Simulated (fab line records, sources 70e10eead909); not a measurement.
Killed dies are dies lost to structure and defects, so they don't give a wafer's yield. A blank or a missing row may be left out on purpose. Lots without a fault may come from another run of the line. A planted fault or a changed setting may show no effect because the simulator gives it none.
Which tool did it? | flow nand_harc | 12 lots, 36 wafers sampled, at 5 steps of a route of 1302

WHAT THE GAUGES READ, wafer by wafer
NHARC_A_BONDPAD_OVL_MEAS_35. Usual: overlay_x_nm 0 nm, standard deviation 5.6; overlay_y_nm 0 nm, standard deviation 5.3.
lot  | measured     | on         | overlay_x_nm (nm) | overlay_y_nm (nm) | flag
L481 | day 23 06:53 | overlay-01 | -3 -3 -3          | 6 6 6             |
L482 | day 23 08:59 | overlay-01 | 4 4 4             | 1 1 1             |
L484 | day 24 02:51 | overlay-01 | 5 5 5             | -6 -7 -6          |
L485 | day 24 14:00 | overlay-02 | 1 1 1             | -2 -2 -2          |
L487 | day 25 13:46 | overlay-01 | 5 5 5             | -2 -2 -1          |
L492 | day 27 09:13 | overlay-02 | -3 -3 -4          | -3 -3 -4          |
L491 | day 26 23:42 | overlay-02 | 5 5 6             | -2 -1 -1          |
L493 | day 28 10:03 | overlay-01 | 13 13 13          | 2 1 3             |
L494 | day 28 12:46 | overlay-01 | 7 7 7             | 9 9 10            |
L498 | day 30 13:25 | overlay-02 | -8 -8 -8          | 6 6 6             |
L500 | day 31 05:11 | overlay-01 | -1 -1 0           | -5 -4 -4          |
L501 | day 31 09:13 | overlay-02 | 3 3 3             | -2 -2 -3          |

NHARC_END_WLT_00. Usual: VT_DECK1_BOTTOM 0.869, standard deviation 0.0088; VT_DECK1_BOTTOM_INNER 0.868, standard deviation 0.0085; VT_DECK1_MEDIAN_NEAR_BOTTOM 0.869, standard deviation 0.009; VT_DECK1_MEDIAN_NEAR_BOTTOM_INNER 0.869, standard deviation 0.0097; VT_DECK1_MIDDLE 0.881, standard deviation 0.008; VT_DECK1_MIDDLE_INNER 0.880, standard deviation 0.008; VT_DECK1_TOP 0.892, standard deviation 0.0082; VT_DECK1_TOP_INNER 0.892, standard deviation 0.0087; VT_DECK2_BOTTOM 0.873, standard deviation 0.0067; VT_DECK2_BOTTOM_INNER 0.874, standard deviation 0.0073; VT_DECK2_MEDIAN_NEAR_BOTTOM 0.874, standard deviation 0.0068; VT_DECK2_MEDIAN_NEAR_BOTTOM_INNER 0.875, standard deviation 0.0072; VT_DECK2_MIDDLE 0.886, standard deviation 0.0071; VT_DECK2_MIDDLE_INNER 0.887, standard deviation 0.0074; VT_DECK2_TOP 0.898, standard deviation 0.0068; VT_DECK2_TOP_INNER 0.898, standard deviation 0.0078.
lot  | measured     | on        | VT_DECK1_BOTTOM   | VT_DECK1_BOTTOM_INNER | VT_DECK1_MEDIAN_NEAR_BOTTOM | VT_DECK1_MEDIAN_NEAR_BOTTOM_INNER | VT_DECK1_MIDDLE   | VT_DECK1_MIDDLE_INNER | VT_DECK1_TOP      | VT_DECK1_TOP_INNER | VT_DECK2_BOTTOM   | VT_DECK2_BOTTOM_INNER | VT_DECK2_MEDIAN_NEAR_BOTTOM | VT_DECK2_MEDIAN_NEAR_BOTTOM_INNER | VT_DECK2_MIDDLE   | VT_DECK2_MIDDLE_INNER | VT_DECK2_TOP      | VT_DECK2_TOP_INNER | flag
L481 | day 24 10:39 | prober-02 | 0.874 0.858 0.873 | 0.855 0.861 0.871     | 0.865 0.864 0.871           | 0.866 0.857 0.871                 | 0.877 0.879 0.881 | 0.881 0.866 0.876     | 0.892 0.889 0.894 | 0.881 0.894 0.886  | 0.863 0.857 0.866 | 0.864 0.860 0.866     | 0.862 0.860 0.861           | 0.868 0.864 0.865                 | 0.878 0.882 0.876 | 0.871 0.865 0.876     | 0.884 0.894 0.890 | 0.891 0.888 0.891  |
L482 | day 24 10:38 | prober-01 | 0.861 0.861 0.863 | 0.856 0.870 0.861     | 0.860 0.861 0.862           | 0.853 0.867 0.865                 | 0.881 0.882 0.875 | 0.873 0.880 0.881     | 0.882 0.883 0.881 | 0.880 0.880 0.877  | 0.880 0.882 0.877 | 0.881 0.876 0.881     | 0.881 0.881 0.878           | 0.879 0.876 0.880                 | 0.895 0.890 0.894 | 0.894 0.896 0.885     | 0.902 0.906 0.898 | 0.906 0.901 0.904  |
L484 | day 25 06:49 | prober-01 | 0.875 0.882 0.878 | 0.875 0.882 0.875     | 0.876 0.873 0.874           | 0.880 0.876 0.877                 | 0.891 0.887 0.890 | 0.877 0.887 0.886     | 0.893 0.891 0.897 | 0.891 0.901 0.893  | 0.868 0.876 0.869 | 0.872 0.869 0.881     | 0.883 0.879 0.879           | 0.875 0.880 0.871                 | 0.891 0.888 0.884 | 0.891 0.893 0.889     | 0.902 0.898 0.907 | 0.907 0.899 0.895  |
L485 | day 25 20:14 | prober-02 | 0.856 0.859 0.864 | 0.857 0.861 0.852     | 0.861 0.858 0.856           | 0.854 0.847 0.861                 | 0.869 0.870 0.874 | 0.870 0.874 0.860     | 0.879 0.877 0.881 | 0.880 0.878 0.878  | 0.874 0.877 0.879 | 0.886 0.882 0.881     | 0.873 0.873 0.884           | 0.884 0.874 0.882                 | 0.893 0.887 0.891 | 0.898 0.885 0.894     | 0.908 0.897 0.903 | 0.909 0.901 0.904  |
L487 | day 26 16:29 | prober-02 | 0.857 0.854 0.852 | 0.863 0.857 0.853     | 0.857 0.856 0.846           | 0.854 0.852 0.848                 | 0.875 0.872 0.865 | 0.869 0.867 0.873     | 0.886 0.888 0.881 | 0.883 0.877 0.886  | 0.869 0.864 0.869 | 0.856 0.868 0.863     | 0.875 0.867 0.871           | 0.870 0.868 0.863                 | 0.880 0.874 0.878 | 0.881 0.872 0.880     | 0.888 0.892 0.893 | 0.888 0.880 0.897  |
L492 | day 28 14:38 | prober-02 | 0.865 0.871 0.869 | 0.866 0.868 0.873     | 0.878 0.864 0.877           | 0.860 0.867 0.871                 | 0.871 0.874 0.878 | 0.876 0.875 0.873     | 0.890 0.887 0.889 | 0.886 0.888 0.888  | 0.862 0.877 0.871 | 0.869 0.878 0.868     | 0.874 0.874 0.870           | 0.866 0.873 0.870                 | 0.887 0.892 0.886 | 0.890 0.887 0.891     | 0.895 0.899 0.892 | 0.899 0.895 0.893  |
L491 | day 28 05:13 | prober-02 | 0.865 0.854 0.858 | 0.861 0.857 0.860     | 0.859 0.856 0.869           | 0.864 0.856 0.860                 | 0.878 0.882 0.877 | 0.882 0.876 0.887     | 0.893 0.891 0.886 | 0.888 0.890 0.887  | 0.871 0.875 0.872 | 0.880 0.877 0.872     | 0.875 0.877 0.882           | 0.872 0.884 0.865                 | 0.879 0.891 0.895 | 0.888 0.873 0.887     | 0.896 0.895 0.891 | 0.898 0.897 0.901  |
L493 | day 29 13:28 | prober-02 | 0.884 0.874 0.881 | 0.878 0.877 0.879     | 0.878 0.883 0.880           | 0.878 0.886 0.872                 | 0.881 0.890 0.892 | 0.885 0.884 0.893     | 0.900 0.898 0.894 | 0.898 0.905 0.907  | 0.864 0.871 0.861 | 0.860 0.870 0.860     | 0.876 0.872 0.870           | 0.867 0.869 0.866                 | 0.877 0.870 0.882 | 0.875 0.879 0.876     | 0.886 0.882 0.892 | 0.892 0.881 0.877  |
L494 | day 29 13:26 | prober-01 | 0.867 0.868 0.861 | 0.872 0.881 0.875     | 0.863 0.867 0.866           | 0.874 0.872 0.875                 | 0.884 0.889 0.888 | 0.883 0.893 0.889     | 0.901 0.898 0.901 | 0.898 0.902 0.896  | 0.865 0.872 0.874 | 0.869 0.880 0.876     | 0.871 0.869 0.866           | 0.870 0.871 0.872                 | 0.890 0.879 0.882 | 0.881 0.886 0.881     | 0.893 0.890 0.897 | 0.889 0.894 0.887  |
L498 | day 31 19:14 | prober-01 | 0.881 0.880 0.880 | 0.876 0.874 0.875     | 0.886 0.877 0.875           | 0.879 0.882 0.880                 | 0.892 0.892 0.891 | 0.887 0.884 0.881     | 0.898 0.898 0.910 | 0.904 0.904 0.897  | 0.878 0.875 0.879 | 0.877 0.878 0.877     | 0.879 0.881 0.878           | 0.883 0.881 0.876                 | 0.895 0.883 0.892 | 0.887 0.897 0.886     | 0.896 0.899 0.902 | 0.897 0.901 0.902  |
L500 | day 32 18:13 | prober-01 | 0.858 0.856 0.858 | 0.854 0.855 0.860     | 0.857 0.850 0.861           | 0.853 0.857 0.859                 | 0.872 0.872 0.868 | 0.874 0.868 0.869     | 0.889 0.884 0.884 | 0.884 0.889 0.889  | 0.883 0.887 0.875 | 0.879 0.881 0.882     | 0.886 0.877 0.878           | 0.870 0.888 0.882                 | 0.899 0.895 0.887 | 0.896 0.897 0.893     | 0.899 0.909 0.909 | 0.906 0.903 0.905  |
L501 | day 32 19:14 | prober-02 | 0.864 0.861 0.862 | 0.860 0.862 0.859     | 0.863 0.861 0.864           | 0.859 0.861 0.860                 | 0.866 0.876 0.871 | 0.880 0.872 0.874     | 0.880 0.884 0.878 | 0.883 0.878 0.887  | 0.878 0.872 0.873 | 0.878 0.873 0.876     | 0.871 0.877 0.878           | 0.878 0.871 0.878                 | 0.893 0.890 0.885 | 0.888 0.890 0.891     | 0.902 0.894 0.894 | 0.898 0.900 0.902  |

NHARC_END_SORT_01. Usual: killed_at_array 52, standard deviation 17; killed_at_other 0.8, standard deviation 1.1; killed_at_periphery 3.2, standard deviation 2.2; killed_dies 57, standard deviation 17; killed_open 3.4, standard deviation 1.8; killed_short 2.4, standard deviation 1.6.
lot  | measured     | on        | killed_at_array | killed_at_other | killed_at_periphery | killed_dies | killed_open | killed_short | flag
L493 | day 29 17:34 | prober-02 | 58              | 2               | 1                   | 61          | 2           | 3            |
L500 | day 32 21:12 | prober-01 | 111 116 111     | 1 0 0           | 2 1 2               | 114 117 113 | 3 0 1       | 1 7 0        | OFF
L501 | day 32 22:49 | prober-02 | 114 126 126     | 0 2 0           | 0 3 1               | 114 131 127 | 5 4 5       | 2 1 0        | OFF

WHICH TOOL RAN EACH LOT (tool, then ch and the chambers of the sampled wafers, then the start)
lot  | NHARC_A_ONON_D2_DEP_03           | NHARC_A_BONDPAD_DEGAS_25
L481 | pecvd_onon-04 ch 0, day 12 10:08 | pvd_sputter-01, day 23 07:59
L482 | pecvd_onon-04 ch 0, day 12 20:29 | pvd_sputter-01, day 23 10:31
L484 | pecvd_onon-04 ch 0, day 13 10:12 | pvd_sputter-02, day 24 03:56
L485 | pecvd_onon-01 ch 0, day 14 00:30 | pvd_sputter-02, day 24 15:05
L487 | pecvd_onon-03 ch 0, day 14 19:16 | pvd_sputter-02, day 25 14:51
L492 | pecvd_onon-01 ch 0, day 16 14:31 | pvd_sputter-02, day 27 10:17
L491 | pecvd_onon-04 ch 0, day 16 14:52 | pvd_sputter-01, day 27 00:47
L493 | pecvd_onon-01 ch 0, day 17 18:38 | pvd_sputter-03, day 28 11:07
L494 | pecvd_onon-03 ch 0, day 17 18:38 | pvd_sputter-03, day 28 13:50
L498 | pecvd_onon-04 ch 0, day 19 10:40 | pvd_sputter-02, day 30 14:29
L500 | pecvd_onon-04 ch 0, day 20 08:20 | pvd_sputter-02, day 31 06:26
L501 | pecvd_onon-04 ch 0, day 21 04:11 | pvd_sputter-02, day 31 10:16
- NHARC_A_ONON_D2_DEP_03: target thk 1000 nm.
- NHARC_A_BONDPAD_DEGAS_25: time 60 s.

WHAT THE TOOLS THEMSELVES READ (means of the sampled wafers that have a number; where no wafer has one, the mark that the record gives instead)
NHARC_A_BONDPAD_DEGAS_25. Usual: heater_power_w 467 W, standard deviation 50.
lot  | tool           | heater_power_w (W) | flag
L481 | pvd_sputter-01 | 499                |
L482 | pvd_sputter-01 | 501                |
L484 | pvd_sputter-02 | 474                |
L485 | pvd_sputter-02 | 475                |
L487 | pvd_sputter-02 | 462                |
L492 | pvd_sputter-02 | 469                |
L491 | pvd_sputter-01 | 477                |
L493 | pvd_sputter-03 | 434                |
L494 | pvd_sputter-03 | 459                |
L498 | pvd_sputter-02 | 486                |
L500 | pvd_sputter-02 | 471                |
L501 | pvd_sputter-02 | 478                |

THE ANSWER, worked out from the rows above alone
Rule: a lot is off if the mean of its wafers that have a number lies more than 3 standard deviations from the usual mean. A lot without any number at a reading at which 4 lots or more have one is off too. The other lots that the step has rows for count as sound. The gauges are gone through in route order, then the tools' own readings, and for those a lot's mean is taken as printed above. The first step at which some lot is off is used, and at that step the reading that is off furthest; a lot without a number counts as furthest.
Off: L500, L501, at NHARC_END_SORT_01 (killed_at_array). Neither off nor sound, because the step has no rows for them: L481, L482, L484, L485, L487, L492, L491, L494, L498.
A tool fits if, at a process step before that reading, it ran every lot that is off, and no sound lot after the first of them. The gauges at NHARC_END_SORT_01 are tried like those tools. Can't be told from this: 2 tools fit, pecvd_onon-04 at NHARC_A_ONON_D2_DEP_03, pvd_sputter-02 at NHARC_A_BONDPAD_DEGAS_25.

WHAT THE SIMULATOR HAD PUT IN
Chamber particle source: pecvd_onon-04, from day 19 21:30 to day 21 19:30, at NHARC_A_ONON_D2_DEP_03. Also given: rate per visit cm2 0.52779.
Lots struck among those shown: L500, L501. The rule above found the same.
